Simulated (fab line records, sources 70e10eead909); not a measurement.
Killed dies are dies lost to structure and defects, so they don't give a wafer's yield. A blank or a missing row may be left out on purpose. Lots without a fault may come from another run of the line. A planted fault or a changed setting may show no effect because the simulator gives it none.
Problem report in the 8D (eight disciplines) form, filled by code | flow nand_harc | the parts of the form that need people (team, actions taken, sign-off) are left out

1. THE PROBLEM
raw_defect_count at NHARC_A_M1_INSPECT_27 reads a mean of 4685 on 3 wafers of 2 lots; wafers without a fault read 419 with a standard deviation of 91. That is +47 standard deviations from the usual mean.
First seen on wafer L999.6, day 21 05:19, on defect_inspect-02. The record holds 37 wafers of 13 lots with a number at this step. Rule for "out", or "out of limits": more than 4 standard deviations from the usual mean. The other wafers with a number count as sound.

2. WHAT IT IS AND WHAT IT IS NOT
question                    | is                     | is not
which readings at this step | raw_defect_count       | -
which lots                  | L103, L999             | L105, L108, L110, L111, L988, L989, L990, L991, L992, L993, L994
which wafers of those lots  | L103.1, L103.5, L999.6 | L103.6
read on which gauges        | defect_inspect-02      | defect_inspect-01
when                        | from day 21 05:19      | up to then (21 sound wafers); but 13 sound wafers of L103, L105, L108, L110, L111 came after

3. SUSPECTS, AND WHAT RULES EACH OUT
Counting: a tool at a process step up to the reading stays a suspect if it ran every lot that is out. Sound lots after the first of them don't rule it out here, since some wafers of a struck lot are sound.
- the gauge at NHARC_A_M1_INSPECT_27: ruled out. All the wafers that are out were read on defect_inspect-02, but those of them that NHARC_END_SORT_01 has rows for are out there too, on other tools.
- cmp-02 at NHARC_A_M1_CMP_23 (polishes, t overpolish 20 s, target thk 154.34 nm): kept. It ran every lot that is out, first L999 (day 21 04:57); its last sound lot up to then is L991 (day 18 22:13).
- Within cmp-02 at NHARC_A_M1_CMP_23: the wafers that are out ran in chamber 1; their sound lot-mates ran in chamber 0.
Left after counting: cmp-02 at NHARC_A_M1_CMP_23.

4. THE CAUSE (what the simulator had put in)
Process parameter drift: cmp-02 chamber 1, from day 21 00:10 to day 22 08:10, at NHARC_A_M1_CMP_23. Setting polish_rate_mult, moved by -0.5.
Counting left only this tool.

5. THE CHAIN OF EFFECTS, in route order
Each row: a reading whose mean over the struck wafers that have a number lies more than 3 standard deviations from the usual. Only readings for which the record gives a usual standard deviation are gone through. hours: the time from each lot's start at the first step in this table that gives one to its start at this step, as a median over the lots. sigmas: the change in usual standard deviations.
hours | step                  | reading              | usual  | on struck wafers | change | sigmas
0     | NHARC_A_M1_CMP_23     | time_to_endpoint_s   | 28.6 s | 37.1             | +8.5   | +3.4
0     | NHARC_A_M1_INSPECT_27 | raw_defect_count     | 419    | 4685             | +4266  | +47
50    | NHARC_END_SORT_01     | defect_limited_yield | 95.6 % | 0.0              | -95.6  | -68
50    | NHARC_END_SORT_01     | killed_at_array      | 25     | 672              | +647   | +70
50    | NHARC_END_SORT_01     | killed_dies          | 30     | 677              | +647   | +67
50    | NHARC_END_SORT_01     | sort_bin_3_pct       | 0.24 % | 94.93            | +94.69 | +99 or more
50    | NHARC_END_SORT_01     | sort_n_pass          | 647    | 0                | -647   | -67
50    | NHARC_END_SORT_01     | sort_rim_yield_pct   | 94 %   | 0                | -94    | -28
50    | NHARC_END_SORT_01     | sort_yield_pct       | 95.6 % | 0.0              | -95.6  | -68
The process steps in it:
- NHARC_A_M1_CMP_23: polishes, t overpolish 20 s, target thk 154.34 nm.

6. WHAT WOULD HAVE CAUGHT IT SOONER
In this record the first reading out of limits at a measuring or inspecting step was taken at day 21 05:19, 5 hours after the fault began at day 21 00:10.
Of the tool readings at NHARC_A_M1_CMP_23 for which the record gives a usual standard deviation, none was out on any struck wafer, so an alarm limit of 4 standard deviations on them would not have fired.
Of the lots that are out (2), L103 began NHARC_A_M1_CMP_23 on cmp-02 after day 21 05:19. A hold on the tool at that time would have spared it.
